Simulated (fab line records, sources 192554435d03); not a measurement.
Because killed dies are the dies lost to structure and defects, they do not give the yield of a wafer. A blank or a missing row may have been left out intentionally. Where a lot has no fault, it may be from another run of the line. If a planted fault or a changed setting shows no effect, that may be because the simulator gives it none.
Chamber matching -- flow n5-finfet -- pecvd-03 running N5_FIN_SAQP_PECVD_47: 3 sister chambers
The step deposits a-Si from SiH4/He, target thk 45 nm, time 36.3 s. 22 wafers are shown with their chamber, then 11 later ones without.

== EACH WAFER AND ITS CHAMBER ==
wafer,chamber,showerhead-plenum-p-Torr (Torr),throttle-valve-pct (%),heater-power-w (W)
L074.1,2,5.63,17.6,659
L074.4,2,5.62,17.9,669
L074.5,0,5.69,17.1,806
L075.3,2,5.62,17.5,675
L075.4,0,5.69,17.2,905
L075.6,2,5.62,17.6,656
L081.2,0,5.69,16.9,900
L081.5,0,5.68,17.0,896
L081.6,2,5.62,17.9,693
L086.2,0,5.66,17.0,826
L086.4,2,5.64,17.5,695
L086.5,0,5.68,17.3,827
L087.2,1,5.76,18.8,927
L087.3,0,5.67,17.3,822
L087.6,1,5.76,18.9,922
L088.1,1,5.74,18.8,882
L088.3,2,5.62,18.0,601
L088.4,0,5.68,17.2,921
L090.3,1,5.76,18.8,876
L090.4,1,5.74,18.8,882
L090.6,0,5.67,17.4,921
L092.1,2,5.62,17.6,682

SIGNATURES, as means of the wafers listed above
reading,chamber 0,chamber 1,chamber 2,scatter within a chamber
showerhead-plenum-p-Torr,5.6789,5.7520,5.6238,0.00961
throttle-valve-pct,17.156,18.820,17.700,0.164
heater-power-w,869.33,897.80,666.25,37.6
Rule: a wafer's distance from a chamber is the root of the sum, over the readings, of the square of ((its reading less the chamber's mean) divided by the reading's scatter). The wafer belongs to the nearest chamber; if the next one is less than 2 further off, it can't be placed. The scatter: take each reading less its chamber's mean, square it, sum over the shown wafers, divide by the number of wafers less the number of chambers, and take the root.

== WAFERS WITHOUT THEIR CHAMBER ==
wafer,showerhead-plenum-p-Torr (Torr),throttle-valve-pct (%),heater-power-w (W)
L092.4,5.64,17.5,665
L092.6,5.69,17.3,933
L094.2,5.75,18.8,954
L094.3,5.68,17.3,815
L094.6,5.76,19.0,950
L095.1,5.75,18.9,943
L095.3,5.67,17.4,910
L095.5,5.67,17.3,906
L096.1,5.67,17.4,829
L096.2,5.62,17.7,613
L096.5,5.67,17.7,818

== WHICH CHAMBER EACH WENT THROUGH ==
wafer,from the rows above,in truth
L092.4,2,2
L092.6,0,0
L094.2,1,1
L094.3,0,0
L094.6,1,1
L095.1,1,1
L095.3,0,0
L095.5,0,0
L096.1,0,0
L096.2,2,2
L096.5,0,0
Placed correctly: 11 of 11. Number that these rows cannot place: 0. Wrongly placed: 0.
